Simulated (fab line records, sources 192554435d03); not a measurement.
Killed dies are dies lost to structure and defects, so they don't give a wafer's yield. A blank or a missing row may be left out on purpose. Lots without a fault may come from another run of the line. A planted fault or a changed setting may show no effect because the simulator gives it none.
One fault seen from 2 desks | flow n5_finfet | each desk has only its own numbers; what lay behind them comes last

THE TOOL OWNER'S DESK: pvd_sputter-01
The tool's own readings at N5_BEOL_M12_SPUTTER_43 (material TaN, target thk 15 nm, time 24.19 s): means of the sampled wafers that have a number, for each lot that ran on this tool. A lot is out of limits, marked OUT, if its mean lies more than 4 standard deviations from the usual mean; the brackets give that distance.
Columns: A = throttle_valve_pct at N5_BEOL_M12_SPUTTER_43, usual 29.9 %
lot  | first seen here | A
L292 | day 12 21:15    | 30.4
L293 | day 13 21:49    | 30.6
L294 | day 13 22:45    | 30.2
L300 | day 15 16:44    | 30.2
L299 | day 15 17:05    | 30.5
This desk's finding: nothing out of limits on any of the 5 lots.

THE METROLOGY DESK
What the gauges read, lot by lot, whatever tool the lot ran on: means of the sampled wafers that have a number. A lot is out of limits, marked OUT, if its mean lies more than 4 standard deviations from the usual mean; the brackets give that distance.
Columns: A = M12_RS at N5_BEOL_M12_RS_MEAS_54, usual 0.0599 ohm/sq
lot  | first seen here | A
L284 | day 11 05:16    | 0.0593
L291 | day 12 18:10    | 0.0599
L292 | day 12 22:44    | 0.0596
L293 | day 14 01:02    | 0.0597
L294 | day 14 02:09    | 0.0585
L300 | day 15 20:50    | 0.0589
L299 | day 15 21:34    | 0.0583
L303 | day 16 12:29    | 0.0604
L304 | day 16 15:34    | 0.0593
L302 | day 16 19:44    | 0.0597
This desk's finding: nothing out of limits on any of the 10 lots.

PUT TOGETHER
The tool owner's desk saw nothing out of limits.
The metrology desk saw nothing out of limits.

WHAT THE SIMULATOR HAD PUT IN
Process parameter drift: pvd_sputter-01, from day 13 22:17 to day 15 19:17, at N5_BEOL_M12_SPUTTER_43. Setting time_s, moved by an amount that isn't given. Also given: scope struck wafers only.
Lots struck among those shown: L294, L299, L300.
